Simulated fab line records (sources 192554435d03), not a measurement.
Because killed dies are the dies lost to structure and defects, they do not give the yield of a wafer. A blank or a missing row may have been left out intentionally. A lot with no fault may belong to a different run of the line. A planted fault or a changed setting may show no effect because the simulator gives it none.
Matching of chambers ; flow n5_finfet ; 4 sister chambers for N5_SDB_DESCUM_16 on rie_diel-01
The step chemistry O2, time 7.9 s. 8 wafers are shown with their chamber, then 8 later ones without.

WAFERS WITH THEIR CHAMBER
wafer;chamber;drypump_motor_current_A (A);throttle_valve_pct (%)
L080.2;0;5.49;20.55
L083.6;1;5.11;20.34
L090.1;3;5.44;20.08
L090.2;0;5.43;20.57
L090.5;3;5.40;20.06
L091.4;2;5.95;20.73
L091.6;1;5.10;20.36
L092.2;2;5.93;20.72

WAFERS MISSING THEIR CHAMBER
wafer;drypump_motor_current_A (A);throttle_valve_pct (%)
L092.3;5.43;20.08
L092.6;5.11;20.37
L093.1;5.12;20.37
L093.2;5.41;20.08
L093.5;5.42;20.07
L096.1;5.40;20.36
L096.4;5.92;20.75
L096.5;5.40;20.37

CHAMBER TAKEN BY EACH
wafer;from the rows above;in truth
L092.3;3;3
L092.6;1;1
L093.1;1;1
L093.2;3;3
L093.5;3;3
L096.1;1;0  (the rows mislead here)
L096.4;2;2
L096.5;1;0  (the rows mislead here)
Placed correctly: 6 of 8. From these rows, 0 cannot be placed. Placed wrongly: 2.
How it was worked out, from the rows above alone: a wafer's distance from a chamber is the root of the sum, over the readings, of the square of ((its reading less the chamber's mean) divided by the reading's scatter). The wafer belongs to the nearest chamber; if the next one is less than 2 further off, it can't be placed. For every chamber, the mean is computed from those of its wafers that are shown. How the scatter is found: for the shown wafers, subtract from each reading the mean of its chamber, square and add these, divide the total by (wafers less chambers), then take the root.
